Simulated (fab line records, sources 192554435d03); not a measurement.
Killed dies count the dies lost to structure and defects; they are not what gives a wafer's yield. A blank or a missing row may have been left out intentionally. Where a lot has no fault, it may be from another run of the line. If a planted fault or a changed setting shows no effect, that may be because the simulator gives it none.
Struck lot and sound lot, side by side | flow n5 finfet | 16 steps out of a route of 1938
Sound: wafers L376.2, L376.3, L376.4. Struck: wafers L392.2, L392.3. (L392.6 of the same lot was not struck and is left out.) The cause comes at the end.
Order at every step that has rows: each side's tool, ch and its chambers, its first start. Under that, the readings that differ: sound wafers | struck wafers | difference of the means | sigmas: that difference in standard deviations of wafers without a fault.
alike: readings whose means differ by less than 2 such deviations, and words and numbers that are the same on both sides. not compared: withheld readings, readings that some wafer has no value for, bounds like >300 that may hide the same value, and numbers for which the record gives no deviation and whose values overlap.
A row with sigmas, a row that says differs or no value, or rows on one side alone: a step with any of these is where the two part. Numbers that don't overlap but have no deviation are shown without sigmas and don't part them. A reading missing from all wafers of one side parts the sides only when that side holds two or more wafers.

first, 6 steps without rows for these wafers: N5_MOL_CONTACT_COAG_COAT_34 (resist thk 40 nm); N5_MOL_CONTACT_COAG_EBR_36; N5_MOL_CONTACT_COAG_SOFTBAKE_35 (time 60 s); N5_MOL_CONTACT_COAG_EXPOSE_37 (exposes mask VD, defocus 0 nm); N5_MOL_CONTACT_COAG_PEB_38 (peb time 60 s); N5_MOL_CONTACT_COAG_DEVELOP_39 (develop time 30 s).
N5_MOL_CONTACT_COAG_CD_MEAS_40 targets a cd of 25.1 nm.
  sound on cd sem-01 ch 0, day 6 06:38; struck on cd sem-01 ch 0, day 10 04:04
  alike: cd nm
N5_MOL_CONTACT_COAG_OVL_MEAS_41:
  sound on overlay-01 ch 0, day 6 06:40; struck on overlay-02 ch 0, day 10 04:06
  alike: VD_OVL
N5_MOL_CONTACT_COAG_INSPECT_42: inspects for defects (brightfield).
  sound on defect inspect-02 at day 6 06:43; struck on defect inspect-01 at day 10 04:09
  alike: raw defect count
N5_MOL_CONTACT_COAG_DESCUM_45: chemistry O2, time 7 s.
  sound on rie diel-02 ch 0,1,3, day 6 06:47; struck on rie diel-05 ch 0,3, day 10 04:11
  alike: drypump motor current A, oes product au, rf vpp V, showerhead plenum p Torr, throttle valve pct
  not compared: rf hours counter h
N5_MOL_CONTACT_COAG_ETCH_65: etches underlayer in N2/H2, target depth 13 nm, time 10.4 s.
  sound on rie diel-02 ch 0,1,3, day 6 06:49; struck on rie diel-05 ch 0,3, day 10 04:13
  alike: drypump motor current A, etch rf on time s, h2 flow sccm, oes product au, rf vpp V, showerhead plenum p Torr, throttle valve pct
  not compared: rf hours counter h
N5_MOL_CONTACT_COAG_ETCH_66: etches SiARC in CF4, target depth 13 nm, time 21.7 s.
  sound on rie diel-02 ch 0,1,3, day 6 06:50; struck on rie diel-05 ch 0,3, day 10 04:14
  reading               | sound          | struck    | difference | sigmas
  etch rf on time s (s) | 21.9 20.7 21.4 | 22.5 22.8 | +1.3       | +2
  alike: drypump motor current A, mfc ar sccm, oes product au, rf vpp V, showerhead plenum p Torr, throttle valve pct
  not compared: rf hours counter h
N5_MOL_CONTACT_COAG_ALD_133: deposits SiO2, target thk 5 nm, pulse time 1 s, co reactant pulse time 1 s.
  sound on ald sin-01 ch 0,1,3, day 6 06:55; struck on ald sin-04 ch 1,2, day 10 04:19
  reading    | sound    | struck | difference | sigmas
  ald cycles | 35 35 35 | 36 36  | +1         |
  alike: heater power w, precursor pulse height rel
N5_MOL_CONTACT_COAG_ETCHBACK_134: etches SiO2 in CHF3, target depth 10 nm, time 6.7 s.
  sound on rie diel-06 ch 1,2,3, day 6 07:12; struck on rie diel-02 ch 0,1, day 10 04:31
  alike: drypump motor current A, mfc ar sccm, oes product au, rf vpp V, showerhead plenum p Torr, throttle valve pct
  not compared: rf hours counter h
-- a jump in the record: the struck wafers' starts before and after are 3 days apart (it breaks off in module MOL_CONTACT_COAG and resumes in module BEOL_M4, where the first step shown is number 1111 of the route) --
N5_BEOL_M4_RC_MEAS_101:
  sound on prober-02 ch 0, day 9 03:25; struck on prober-02 ch 0, day 13 01:44
  alike: DIBL_N, DIBL_P, IOFF_N, IOFF_P, ION_N, ION_P, SS_N, SS_P, VT_N, VT_P
then, 1 step without rows for these wafers: N5_PASSIVATION_PROBE_49.

== WHERE THEY PART ==
Only at N5_MOL_CONTACT_COAG_ETCH_66, within this record. Later steps at which nothing parts them and some readings are alike: N5_MOL_CONTACT_COAG_ALD_133, N5_MOL_CONTACT_COAG_ETCHBACK_134, N5_BEOL_M4_RC_MEAS_101.

WHY: the cause the simulator had injected
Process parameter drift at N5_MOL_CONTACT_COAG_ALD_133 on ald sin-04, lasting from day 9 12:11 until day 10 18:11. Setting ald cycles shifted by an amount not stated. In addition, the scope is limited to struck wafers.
